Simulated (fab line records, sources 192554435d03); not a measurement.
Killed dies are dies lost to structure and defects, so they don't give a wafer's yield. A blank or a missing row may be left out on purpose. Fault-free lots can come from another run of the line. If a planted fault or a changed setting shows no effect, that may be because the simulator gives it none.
Commonality check across tools -- flow n5-finfet -- Sampled: 8 lots, 24 wafers

== WHY IT WAS OPENED ==
N5_SD_ACTIVATION_RS_MEAS_03, reading RS_SD_N: flagged on 2 of 8 lots. Wafers without a fault read 21.8 ohm/sq, standard deviation 0.31.
Rule: a lot gets a flag if all its wafers with a number sit over 4 standard deviations from that mean, or if no wafer of it has a number. The other lots count as sound.

lot,measured,on,"RS_SD_N (ohm/sq), wafer by wafer",flag
L286,day 5 00:35,film-metro-02,21.8 22.3 22.2,
L288,day 5 11:41,film-metro-02,22.4 22.5 22.6,
L290,day 5 22:37,film-metro-02,21.6 21.7 22.0,
L294,day 6 21:13,film-metro-02,25.1 25.4 25.8,FLAGGED
L296,day 7 09:49,film-metro-01,24.9 24.8 25.0,FLAGGED
L299,day 8 04:35,film-metro-02,21.5 22.0 21.8,
L301,day 8 22:10,film-metro-01,21.7 21.4 21.7,
L303,day 9 11:10,film-metro-02,21.9 21.8 21.9,
Average over the flagged lots: 25.2 ohm/sq; offset from the usual +3.4 ohm/sq, equal to +11 standard deviations.

== LOT BY LOT: THE TOOL USED ==
The record holds 4 process steps before the reading, out of a route of 1938 steps. Read each cell as the tool, then ch plus the chambers that the sampled wafers visited, then the start.
lot,flag,N5_SD_EPI_N_ETCHBACK_44,N5_SD_EPI_N_ETCH_16,N5_SD_EPI_P_STRIP_40,N5_SD_ACTIVATION_LSA_01
L286,,"rie-diel-01 ch 1,2,3, day 4 15:19","rie-diel-01 ch 1,2,3, day 4 15:31","plasma-asher-01 ch 0,1, day 4 20:26","laser-anneal-01 ch 0, day 5 00:23"
L288,,"rie-diel-01 ch 0,1,2, day 5 01:46","rie-diel-01 ch 0,1,2, day 5 01:58","plasma-asher-01 ch 0,1, day 5 08:22","laser-anneal-01 ch 0, day 5 11:30"
L290,,"rie-diel-05 ch 0,1,2, day 5 12:46","rie-diel-05 ch 0,1,2, day 5 12:58","plasma-asher-01 ch 0,1, day 5 19:16","laser-anneal-01 ch 0, day 5 22:26"
L294,FLAGGED,"rie-diel-04 ch 0,1,2, day 6 12:59","rie-diel-04 ch 0,1,2, day 6 13:11","plasma-asher-01 ch 0,1, day 6 17:53","laser-anneal-01 ch 0, day 6 20:59"
L296,FLAGGED,"rie-diel-04 ch 0,2,3, day 7 01:34","rie-diel-04 ch 0,2,3, day 7 01:46","plasma-asher-01 ch 0, day 7 06:25","laser-anneal-01 ch 0, day 7 09:36"
L299,,"rie-diel-04 ch 1,2,3, day 7 20:13","rie-diel-04 ch 1,2,3, day 7 20:25","plasma-asher-01 ch 0,1, day 8 01:15","laser-anneal-02 ch 0, day 8 04:25"
L301,,"rie-diel-05 ch 0,2,3, day 8 11:44","rie-diel-05 ch 0,2,3, day 8 11:54","plasma-asher-02 ch 0,1, day 8 18:47","laser-anneal-02 ch 0, day 8 21:59"
L303,,"rie-diel-05 ch 0,1,3, day 8 18:08","rie-diel-05 ch 0,1,3, day 8 18:20","plasma-asher-01 ch 0,1, day 9 07:00","laser-anneal-02 ch 0, day 9 10:58"
What is done by these steps:
- N5_SD_EPI_N_ETCHBACK_44: etches SiNx in CH3F/O2, stops on SiO2, target depth 14.5 nm.
- N5_SD_EPI_N_ETCH_16: etches SiO2 in CHF3/O2, target depth 5 nm.
- N5_SD_EPI_P_STRIP_40: strips in N2/H2.
- N5_SD_ACTIVATION_LSA_01: time 0.0008 s.
- N5_SD_ACTIVATION_RS_MEAS_03: measures by four-point-probe.

== FLAGGED AGAINST TOTAL, ONE TOOL AT A TIME (gauges that did the reading follow at the end) ==
step,tool,lots run,flagged,share of the flagged lots,sound lots run after its first flagged lot
N5_SD_EPI_N_ETCHBACK_44,rie-diel-01,2,0,none,-
N5_SD_EPI_N_ETCHBACK_44,rie-diel-04,3,2,all,1 (L299)
N5_SD_EPI_N_ETCHBACK_44,rie-diel-05,3,0,none,-
N5_SD_EPI_N_ETCH_16,rie-diel-01,2,0,none,-
N5_SD_EPI_N_ETCH_16,rie-diel-04,3,2,all,1 (L299)
N5_SD_EPI_N_ETCH_16,rie-diel-05,3,0,none,-
N5_SD_EPI_P_STRIP_40,plasma-asher-01,7,2,all,"2 (L299,L303)"
N5_SD_EPI_P_STRIP_40,plasma-asher-02,1,0,none,-
N5_SD_ACTIVATION_LSA_01,laser-anneal-01,5,2,all,0
N5_SD_ACTIVATION_LSA_01,laser-anneal-02,3,0,none,-
N5_SD_ACTIVATION_RS_MEAS_03,film-metro-01,2,1,some,1 (L301)
N5_SD_ACTIVATION_RS_MEAS_03,film-metro-02,6,1,some,"2 (L299,L303)"

== THE TABLE: WHAT IT ALLOWS ==
4 rows of the table ran every flagged lot: rie-diel-04 at N5_SD_EPI_N_ETCHBACK_44, rie-diel-04 at N5_SD_EPI_N_ETCH_16, plasma-asher-01 at N5_SD_EPI_P_STRIP_40, laser-anneal-01 at N5_SD_ACTIVATION_LSA_01.
- rie-diel-04 at N5_SD_EPI_N_ETCHBACK_44 ran 3 lots, 2 of them flagged. After the first flagged lot (L299), sound lots still ran on it; a lasting fault on the whole tool would not permit that.
- rie-diel-04 at N5_SD_EPI_N_ETCH_16 ran 3 lots, 2 of them flagged. After the first flagged lot (L299), sound lots still ran on it; a lasting fault on the whole tool would not permit that.
- plasma-asher-01 at N5_SD_EPI_P_STRIP_40 ran 7 lots, 2 of them flagged. After the first flagged lot (L299, L303), sound lots still ran on it; a lasting fault on the whole tool would not permit that.
- laser-anneal-01 at N5_SD_ACTIVATION_LSA_01 ran 5 lots, 2 of them flagged. Its last sound lot is L290 (day 5 22:26), its first flagged lot L294 (day 6 20:59): a fault that began between those two fits. Its own readings lie more than 4 standard deviations out on every wafer of the flagged lots: wafer_temp_C_max.
One tool is left: laser-anneal-01 at N5_SD_ACTIVATION_LSA_01.

== WHAT THE SIMULATOR PUT IN ==
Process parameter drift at N5_SD_ACTIVATION_LSA_01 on laser-anneal-01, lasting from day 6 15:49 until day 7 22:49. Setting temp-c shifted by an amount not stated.
Shown lots that were struck: L294, L296. Same finding as the rule above.
